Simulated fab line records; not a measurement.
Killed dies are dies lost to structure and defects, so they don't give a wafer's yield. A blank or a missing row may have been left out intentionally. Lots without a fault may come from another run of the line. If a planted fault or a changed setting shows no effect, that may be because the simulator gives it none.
Matching of chambers -- flow nand_harc -- NHARC_A_M1_DESCUM_14 on rie_diel-02: 4 sister chambers
The step chemistry O2, time 3 s. 14 wafers are shown with their chamber, then 7 later ones without.

== EACH WAFER AND ITS CHAMBER ==
wafer,chamber,showerhead_plenum_p_Torr (Torr),oes_product_au (a.u.),rf_vpp_V (V)
L660.1,0,2.06,1.024,59.5
L660.3,1,1.81,0.996,55.3
L660.5,2,1.86,0.996,58.0
L668.1,2,1.86,0.999,58.0
L668.4,3,1.91,1.008,59.6
L668.6,2,1.86,0.996,58.2
L669.2,3,1.91,1.009,58.4
L669.3,1,1.80,0.986,56.4
L669.5,3,1.91,1.015,58.2
L675.1,3,1.91,1.003,57.7
L675.5,3,1.91,1.004,57.6
L675.6,2,1.86,0.983,57.4
L677.2,3,1.91,1.008,57.4
L677.3,2,1.86,0.989,57.2

SIGNATURES, as means of the wafers listed above
reading,chamber 0,chamber 1,chamber 2,chamber 3,scatter within a chamber
showerhead_plenum_p_Torr,2.0600,1.8050,1.8600,1.9100,0.00224
oes_product_au,1.02400,0.99100,0.99260,1.00783,0.00557
rf_vpp_V,59.500,55.850,57.760,58.150,0.678
Rule: a wafer lies at a distance from a chamber equal to the root of the sum of squares, over the readings, of (its reading less the chamber's mean, divided by the reading's scatter). The wafer belongs to the nearest chamber; if the next one is less than 2 further off, it can't be placed. The scatter is the square root of a quotient: the sum, over the shown wafers, of each reading's squared deviation from its chamber's mean, divided by wafers minus chambers.

== WAFERS MISSING THEIR CHAMBER ==
wafer,showerhead_plenum_p_Torr (Torr),oes_product_au (a.u.),rf_vpp_V (V)
L677.6,1.80,0.991,56.9
L676.1,2.05,1.016,59.7
L676.3,1.91,1.007,59.4
L676.4,1.80,0.987,58.4
L678.3,1.91,1.013,57.8
L678.4,2.05,1.014,58.4
L678.6,2.05,1.017,58.1

== THE CHAMBER EACH PASSED THROUGH ==
wafer,from the rows above,in truth
L677.6,1,1
L676.1,0,0
L676.3,3,3
L676.4,1,1
L678.3,3,3
L678.4,0,0
L678.6,0,0
Placed correctly: 7 of 7. Not placeable from these rows: 0. Number placed wrongly: 0.
